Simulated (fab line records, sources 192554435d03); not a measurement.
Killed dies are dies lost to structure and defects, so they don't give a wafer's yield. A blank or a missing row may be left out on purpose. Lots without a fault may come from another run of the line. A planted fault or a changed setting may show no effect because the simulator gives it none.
Which tool did it? | flow n5_finfet | 11 lots, 33 wafers sampled, at 6 steps of a route of 1938

WHAT THE GAUGES READ, wafer by wafer
N5_BEOL_M5_INSPECT_58: inspects for defects (darkfield).
lot  | measured     | on                | raw_defect_count
L452 | day 9 08:31  | defect_inspect-01 | 63 64 50
L455 | day 9 21:44  | defect_inspect-02 | 61 85 71
L459 | day 10 14:23 | defect_inspect-01 | 47 40 35
L460 | day 11 01:18 | defect_inspect-01 | 52 73 46
L458 | day 11 05:50 | defect_inspect-01 | 49 29 49
L457 | day 11 06:09 | defect_inspect-02 | 75 75 78
L466 | day 12 21:29 | defect_inspect-02 | 533 560 514
L467 | day 13 02:29 | defect_inspect-02 | 487 504 494
L470 | day 13 06:08 | defect_inspect-02 | 40 42 39
L475 | day 14 14:55 | defect_inspect-02 | 100 66 51
L474 | day 14 19:35 | defect_inspect-02 | 55 55 45

N5_BEOL_M6_INSPECT_13: inspects for defects (brightfield).
lot  | measured     | on                | raw_defect_count
L452 | day 9 10:34  | defect_inspect-01 | 411 328 353
L455 | day 10 00:49 | defect_inspect-01 | 280 548 340
L459 | day 10 15:32 | defect_inspect-02 | 275 272 398
L460 | day 11 04:10 | defect_inspect-02 | 332 340 367
L458 | day 11 10:19 | defect_inspect-02 | 325 243 246
L457 | day 11 10:29 | defect_inspect-01 | 360 310 479
L466 | day 12 23:57 | defect_inspect-02 | 730 706 801
L467 | day 13 05:48 | defect_inspect-01 | 855 831 860
L470 | day 13 08:38 | defect_inspect-01 | 315 264 447
L475 | day 14 18:58 | defect_inspect-01 | 684 383 339
L474 | day 14 22:36 | defect_inspect-02 | 395 431 317

WHICH TOOL RAN EACH LOT (tool, then ch and the chambers of the sampled wafers, then the start)
lot  | N5_BEOL_M5_ALD_86                   | N5_BEOL_M5_SPUTTER_48        | N5_BEOL_M5_SPUTTER_81        | N5_BEOL_M5_PRE_CLEAN_55
L452 | ald_metal-04 ch 2,3, day 9 02:22    | pvd_sputter-01, day 9 03:05  | pvd_sputter-01, day 9 04:11  | pecvd-01 ch 1,2, day 9 08:24
L455 | ald_metal-02 ch 0,2,3, day 9 14:26  | pvd_sputter-01, day 9 16:18  | pvd_sputter-01, day 9 17:23  | pecvd-02 ch 0,2, day 9 21:37
L459 | ald_metal-04 ch 0,1,2, day 10 08:26 | pvd_sputter-02, day 10 08:54 | pvd_sputter-02, day 10 09:59 | pecvd-01 ch 0,2, day 10 14:16
L460 | ald_metal-04 ch 0,3, day 10 18:23   | pvd_sputter-02, day 10 18:55 | pvd_sputter-02, day 10 20:00 | pecvd-02 ch 1,2, day 11 01:11
L458 | ald_metal-02 ch 1,2,3, day 10 23:57 | pvd_sputter-01, day 11 00:25 | pvd_sputter-01, day 11 01:30 | pecvd-02 ch 0,2, day 11 05:43
L457 | ald_metal-04 ch 0,2,3, day 11 00:00 | pvd_sputter-03, day 11 00:32 | pvd_sputter-03, day 11 01:38 | pecvd-02 ch 0,2, day 11 06:02
L466 | ald_metal-02 ch 0,2, day 12 13:56   | pvd_sputter-02, day 12 16:01 | pvd_sputter-02, day 12 17:07 | pecvd-01 ch 1, day 12 21:20
L467 | ald_metal-04 ch 1,3, day 12 20:22   | pvd_sputter-02, day 12 20:56 | pvd_sputter-02, day 12 22:01 | pecvd-01 ch 2, day 13 02:14
L470 | ald_metal-04 ch 2,3, day 13 00:01   | pvd_sputter-03, day 13 00:43 | pvd_sputter-03, day 13 01:48 | pecvd-04 ch 0,1,2, day 13 06:02
L475 | ald_metal-04 ch 1,2, day 14 08:40   | pvd_sputter-01, day 14 09:25 | pvd_sputter-01, day 14 10:30 | pecvd-02 ch 0,1,2, day 14 14:48
L474 | ald_metal-04 ch 1,3, day 14 10:49   | pvd_sputter-03, day 14 13:04 | pvd_sputter-03, day 14 14:17 | pecvd-04 ch 0, day 14 19:26
- N5_BEOL_M5_ALD_86: deposits TaN, pulse time 2 s, purge time 3 s, co reactant purge time 2 s.
- N5_BEOL_M5_SPUTTER_48: material Cu, target thk 15 nm, time 27.62 s.
- N5_BEOL_M5_SPUTTER_81: material Cu, target thk 15 nm, time 27.62 s.
- N5_BEOL_M5_PRE_CLEAN_55: time 15 s.

WHAT THE TOOLS THEMSELVES READ (means of the sampled wafers that have a number; where no wafer has one, the mark that the record gives instead)
N5_BEOL_M5_ALD_86.
lot  | tool         | chamber_pressure_Torr (Torr) | heater_power_w (W)
L452 | ald_metal-04 | 2.999                        | 415
L455 | ald_metal-02 | 2.998                        | 431
L459 | ald_metal-04 | 2.998                        | 393
L460 | ald_metal-04 | 3.006                        | 444
L458 | ald_metal-02 | 3.003                        | 459
L457 | ald_metal-04 | 2.995                        | 419
L466 | ald_metal-02 | 2.997                        | 393
L467 | ald_metal-04 | 3.005                        | 379
L470 | ald_metal-04 | 3.000                        | 443
L475 | ald_metal-04 | 3.002                        | 360
L474 | ald_metal-04 | 2.998                        | 418

N5_BEOL_M5_SPUTTER_48.
lot  | tool           | throttle_valve_pct (%)
L452 | pvd_sputter-01 | 30.3
L455 | pvd_sputter-01 | 30.2
L459 | pvd_sputter-02 | 30.3
L460 | pvd_sputter-02 | 30.1
L458 | pvd_sputter-01 | 30.5
L457 | pvd_sputter-03 | 30.0
L466 | pvd_sputter-02 | 29.3
L467 | pvd_sputter-02 | 29.6
L470 | pvd_sputter-03 | 30.5
L475 | pvd_sputter-01 | 30.0
L474 | pvd_sputter-03 | 30.9

N5_BEOL_M5_SPUTTER_81.
lot  | tool           | throttle_valve_pct (%)
L452 | pvd_sputter-01 | 30.3
L455 | pvd_sputter-01 | 30.3
L459 | pvd_sputter-02 | 30.2
L460 | pvd_sputter-02 | 30.1
L458 | pvd_sputter-01 | 30.6
L457 | pvd_sputter-03 | 29.8
L466 | pvd_sputter-02 | 29.1
L467 | pvd_sputter-02 | 29.6
L470 | pvd_sputter-03 | 30.6
L475 | pvd_sputter-01 | 30.0
L474 | pvd_sputter-03 | 30.9

N5_BEOL_M5_PRE_CLEAN_55.
lot  | tool     | rf_fwd_power_W (W)
L452 | pecvd-01 | 293.9
L455 | pecvd-02 | 293.8
L459 | pecvd-01 | 295.0
L460 | pecvd-02 | 293.6
L458 | pecvd-02 | 295.1
L457 | pecvd-02 | 295.7
L466 | pecvd-01 | 294.4
L467 | pecvd-01 | 294.0
L470 | pecvd-04 | 295.6
L475 | pecvd-02 | 294.4
L474 | pecvd-04 | 294.3

THE ANSWER, worked out from the rows above alone
Rule: what is usual is taken from the lots themselves. Put in order of their means at a reading, lots are off if they are a third of the lots or fewer, leave a main group of 4 or more, and stand apart from it by a gap of 3 or more times the standard deviation of the main group's means; of several such gaps the widest counts. A main group whose means are all the same, to the digits that the tables above print for the reading, isn't used. A lot without any number at a reading at which 4 lots or more have one is off too. The other lots that the step has rows for count as sound. The gauges are gone through in route order, then the tools' own readings, and for those a lot's mean is taken as printed above. The first step at which some lot is off is used, and at that step the reading that is off furthest; a lot without a number counts as furthest.
Off: L466, L467, at N5_BEOL_M5_INSPECT_58 (raw_defect_count). The main group: mean 57, standard deviation 13.
A tool fits if, at a process step before that reading, it ran every lot that is off, and no sound lot after the first of them. The gauges at N5_BEOL_M5_INSPECT_58 are tried like those tools. Can't be told from this: 2 tools fit, pvd_sputter-02 at N5_BEOL_M5_SPUTTER_48 and N5_BEOL_M5_SPUTTER_81, pecvd-01 at N5_BEOL_M5_PRE_CLEAN_55.

WHAT THE SIMULATOR HAD PUT IN
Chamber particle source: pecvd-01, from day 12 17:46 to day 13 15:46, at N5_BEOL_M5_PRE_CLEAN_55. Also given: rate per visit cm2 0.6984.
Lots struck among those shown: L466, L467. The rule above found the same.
